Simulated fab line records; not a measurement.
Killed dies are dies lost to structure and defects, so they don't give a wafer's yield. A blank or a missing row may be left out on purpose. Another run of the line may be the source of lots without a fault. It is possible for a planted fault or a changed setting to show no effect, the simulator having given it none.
Chamber matching	flow n5_finfet	cmp-03 running N5_MOL_CONTACT_COAG_CMP_52: 4 sister chambers
The step polishes, stops on SiO2, t overpolish 1.5 s, target thk 66.5 nm. 4 wafers are shown with their chamber, then 9 later ones without.

## EACH WAFER AND ITS CHAMBER
wafer	chamber	motor_current_A (A)
L083.4	0	11.3
L083.3	3	13.7
L085.5	1	12.6
L085.6	2	13.3

## WAFERS MISSING THEIR CHAMBER
wafer	motor_current_A (A)
L089.1	13.2
L089.3	10.6
L089.5	11.3
L093.1	11.4
L093.3	13.5
L093.4	12.2
L093.2	12.9
L093.5	13.5
L093.6	11.5

## THE CHAMBER EACH PASSED THROUGH
wafer	from the rows above	in truth
L089.1	can't be placed: 2 or 3 or 1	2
L089.3	0	0
L089.5	0	0
L093.1	0	0
L093.3	can't be placed: 2 or 3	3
L093.4	can't be placed: 1 or 0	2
L093.2	can't be placed: 1 or 2 or 3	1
L093.5	can't be placed: 2 or 3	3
L093.6	0	0
Correct placement for 4 of the 9. Not placeable from these rows: 5 (in 4, the candidates include the true chamber). Number placed wrongly: 0.
How it was worked out, from the rows above alone: a wafer's distance from a chamber is the root of the sum, over the readings, of the square of ((its reading less the chamber's mean) divided by the reading's scatter). If the next closest chamber is less than 2 further off than the closest, the wafer can't be placed; otherwise it belongs to the closest. A chamber's mean is the mean of its shown wafers. The scatter: with one shown wafer a chamber, the root of the mean of the squares of how far each hidden wafer lies from its nearest shown one.
